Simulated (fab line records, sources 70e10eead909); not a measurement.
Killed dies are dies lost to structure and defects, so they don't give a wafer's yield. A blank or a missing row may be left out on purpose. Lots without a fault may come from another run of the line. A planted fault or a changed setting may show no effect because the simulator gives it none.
Which tool did it? | flow nand_harc | 14 lots, 42 wafers sampled, at 5 steps of a route of 1302

WHAT THE GAUGES READ, wafer by wafer
NHARC_THIN_TSV_CD_MEAS_16. Usual: cd_nm 1001.8 nm, standard deviation 1.7.
lot  | measured     | on        | cd_nm (nm)           | flag
L252 | day 24 15:52 | cd_sem-01 | 998.3 997.6 1000.6   |
L253 | day 24 11:16 | cd_sem-03 | 1004.2 1001.5 1002.0 |
L256 | day 25 10:19 | cd_sem-02 | 1000.6 1000.3 999.7  |
L257 | day 26 05:08 | cd_sem-03 | 1001.9 1003.1 1003.0 |
L259 | day 26 22:08 | cd_sem-01 | 1003.4 1003.2 1000.6 |
L260 | day 26 20:57 | cd_sem-01 | 1002.6 1002.2 1002.0 |
L261 | day 27 20:36 | cd_sem-02 | 1000.6 997.8 999.5   |
L262 | day 27 21:47 | cd_sem-03 | 1001.2 1004.6 999.5  |
L268 | day 30 05:28 | cd_sem-03 | 1001.3 1006.8 1001.7 |
L269 | day 30 11:23 | cd_sem-02 | 998.8 1002.6 1001.7  |
L270 | day 31 14:58 | cd_sem-03 | 1001.3 1000.1 1002.9 |
L271 | day 32 03:24 | cd_sem-03 | 1001.4 1001.0 1000.2 |
L272 | day 32 12:35 | cd_sem-01 | 1001.2 999.5 1001.3  |
L274 | day 33 13:03 | cd_sem-01 | 1001.6 1002.1 1002.3 |

NHARC_END_SORT_01. Usual: killed_at_array 57, standard deviation 19; killed_at_other 0.9, standard deviation 1.1; killed_at_periphery 4.0, standard deviation 2.6; killed_dies 62, standard deviation 19; killed_open 3.3, standard deviation 1.8; killed_short 2.4, standard deviation 1.7.
lot  | measured     | on        | killed_at_array | killed_at_other | killed_at_periphery | killed_dies | killed_open | killed_short | flag
L260 | day 27 12:02 | prober-02 | 69 69           | 3 2             | 5 3                 | 77 74       | 0 4         | 5 6          |
L268 | day 30 23:26 | prober-02 | 87 130 173      | 0 0 0           | 4 7 3               | 91 137 176  | 4 0 1       | 1 3 3        | OFF
L270 | day 32 08:04 | prober-01 | 166 121 122     | 1 0 2           | 4 3 6               | 171 124 130 | 2 3 4       | 4 2 2        | OFF

WHICH TOOL RAN EACH LOT (tool, then ch and the chambers of the sampled wafers, then the start)
lot  | NHARC_A_DECK1_JOINT_ETCH_11         | NHARC_THIN_TSV_ETCHBACK_48         | NHARC_THIN_TSV_STRIP_56
L252 | wet_bench-06 ch 0,4,5, day 11 03:31 | rie_diel-05 ch 1,2, day 24 17:09   | plasma_asher-02 ch 0,1, day 24 21:40
L253 | wet_bench-04 ch 0,1,2, day 11 20:16 | rie_diel-05 ch 0,1, day 24 12:32   | plasma_asher-01 ch 0,1, day 24 16:49
L256 | wet_bench-06 ch 2,4,7, day 12 23:08 | rie_diel-10 ch 0,1,2, day 25 11:36 | plasma_asher-02 ch 0,1, day 25 16:09
L257 | wet_bench-06 ch 0,4,7, day 13 15:03 | rie_diel-10 ch 0,2,3, day 26 06:31 | plasma_asher-01 ch 0,1, day 26 10:49
L259 | wet_bench-06 ch 0,1,5, day 14 10:29 | rie_diel-03 ch 1,2,3, day 26 23:33 | plasma_asher-01 ch 0,1, day 27 03:56
L260 | wet_bench-04 ch 1,2,3, day 14 10:30 | rie_diel-10 ch 0,1, day 26 22:14   | plasma_asher-01 ch 0, day 27 02:56
L261 | wet_bench-06 ch 0,2,4, day 15 07:52 | rie_diel-05 ch 0,1,2, day 27 22:06 | plasma_asher-01 ch 0,1, day 28 02:20
L262 | wet_bench-04 ch 0,2,7, day 15 07:52 | rie_diel-05 ch 1,2, day 27 23:04   | plasma_asher-01 ch 0,1, day 28 03:26
L268 | wet_bench-06 ch 1,2,5, day 18 04:40 | rie_diel-05 ch 1,2,3, day 30 07:03 | plasma_asher-01 ch 0,1, day 30 11:21
L269 | wet_bench-04 ch 5,6,7, day 18 04:44 | rie_diel-05 ch 0,1,3, day 30 12:43 | plasma_asher-01 ch 0,1, day 30 17:02
L270 | wet_bench-06 ch 3,4,5, day 18 23:49 | rie_diel-10 ch 0,1,2, day 31 16:19 | plasma_asher-01 ch 0,1, day 31 20:49
L271 | wet_bench-04 ch 2,4,7, day 19 12:49 | rie_diel-05 ch 1,2, day 32 04:40   | plasma_asher-02 ch 0,1, day 32 08:52
L272 | wet_bench-07 ch 4,5,7, day 19 19:59 | rie_diel-05 ch 1,2, day 32 13:52   | plasma_asher-01 ch 0, day 32 18:25
L274 | wet_bench-07 ch 1,2,4, day 20 21:48 | rie_diel-03 ch 0,1, day 33 14:28   | plasma_asher-02 ch 0,1, day 33 18:44
- NHARC_A_DECK1_JOINT_ETCH_11: etches SiO2 in dHF, target depth 35 nm.
- NHARC_THIN_TSV_ETCHBACK_48: etches the open film in C4F8/Ar, target depth 1028.5 nm, time 405.17 s.
- NHARC_THIN_TSV_STRIP_56: strips in O2.

WHAT THE TOOLS THEMSELVES READ (means of the sampled wafers that have a number; where no wafer has one, the mark that the record gives instead)
NHARC_THIN_TSV_ETCHBACK_48. Usual: oes_product_au 0.95 a.u., standard deviation 0.03; rf_vpp_V 545.1 V, standard deviation 2.6.
lot  | tool        | oes_product_au (a.u.) | rf_vpp_V (V) | flag
L252 | rie_diel-05 | 0.95                  | 543.3        |
L253 | rie_diel-05 | 0.93                  | 545.0        |
L256 | rie_diel-10 | 0.93                  | 546.0        |
L257 | rie_diel-10 | 1.00                  | 545.1        |
L259 | rie_diel-03 | 0.93                  | 545.0        |
L260 | rie_diel-10 | 0.98                  | 546.2        |
L261 | rie_diel-05 | 0.94                  | 543.8        |
L262 | rie_diel-05 | 0.94                  | 543.4        |
L268 | rie_diel-05 | 0.93                  | 544.6        |
L269 | rie_diel-05 | 1.00                  | 544.7        |
L270 | rie_diel-10 | 0.93                  | 547.1        |
L271 | rie_diel-05 | 0.93                  | 542.8        |
L272 | rie_diel-05 | 0.93                  | 543.2        |
L274 | rie_diel-03 | 0.92                  | 544.8        |

NHARC_THIN_TSV_STRIP_56. Usual: drypump_motor_current_A 5.8 A, standard deviation 0.34; heater_power_w 355 W, standard deviation 27.
lot  | tool            | drypump_motor_current_A (A) | heater_power_w (W) | flag
L252 | plasma_asher-02 | 5.4                         | 331                |
L253 | plasma_asher-01 | 6.0                         | 354                |
L256 | plasma_asher-02 | 5.4                         | 326                |
L257 | plasma_asher-01 | 6.0                         | 374                |
L259 | plasma_asher-01 | 6.1                         | 362                |
L260 | plasma_asher-01 | 6.2                         | 342                |
L261 | plasma_asher-01 | 6.1                         | 360                |
L262 | plasma_asher-01 | 6.1                         | 360                |
L268 | plasma_asher-01 | 6.1                         | 373                |
L269 | plasma_asher-01 | 6.0                         | 384                |
L270 | plasma_asher-01 | 6.0                         | 388                |
L271 | plasma_asher-02 | 5.4                         | 339                |
L272 | plasma_asher-01 | 6.2                         | 357                |
L274 | plasma_asher-02 | 5.4                         | 327                |

THE ANSWER, worked out from the rows above alone
Rule: a lot is off if the mean of its wafers that have a number lies more than 3 standard deviations from the usual mean. A lot without any number at a reading at which 4 lots or more have one is off too. The other lots that the step has rows for count as sound. The gauges are gone through in route order, then the tools' own readings, and for those a lot's mean is taken as printed above. The first step at which some lot is off is used, and at that step the reading that is off furthest; a lot without a number counts as furthest.
Off: L268, L270, at NHARC_END_SORT_01 (killed_dies). Neither off nor sound, because the step has no rows for them: L252, L253, L256, L257, L259, L261, L262, L269, L271, L272, L274.
A tool fits if, at a process step before that reading, it ran every lot that is off, and no sound lot after the first of them. The gauges at NHARC_END_SORT_01 are tried like those tools. Can't be told from this: 2 tools fit, wet_bench-06 at NHARC_A_DECK1_JOINT_ETCH_11, plasma_asher-01 at NHARC_THIN_TSV_STRIP_56.

WHAT THE SIMULATOR HAD PUT IN
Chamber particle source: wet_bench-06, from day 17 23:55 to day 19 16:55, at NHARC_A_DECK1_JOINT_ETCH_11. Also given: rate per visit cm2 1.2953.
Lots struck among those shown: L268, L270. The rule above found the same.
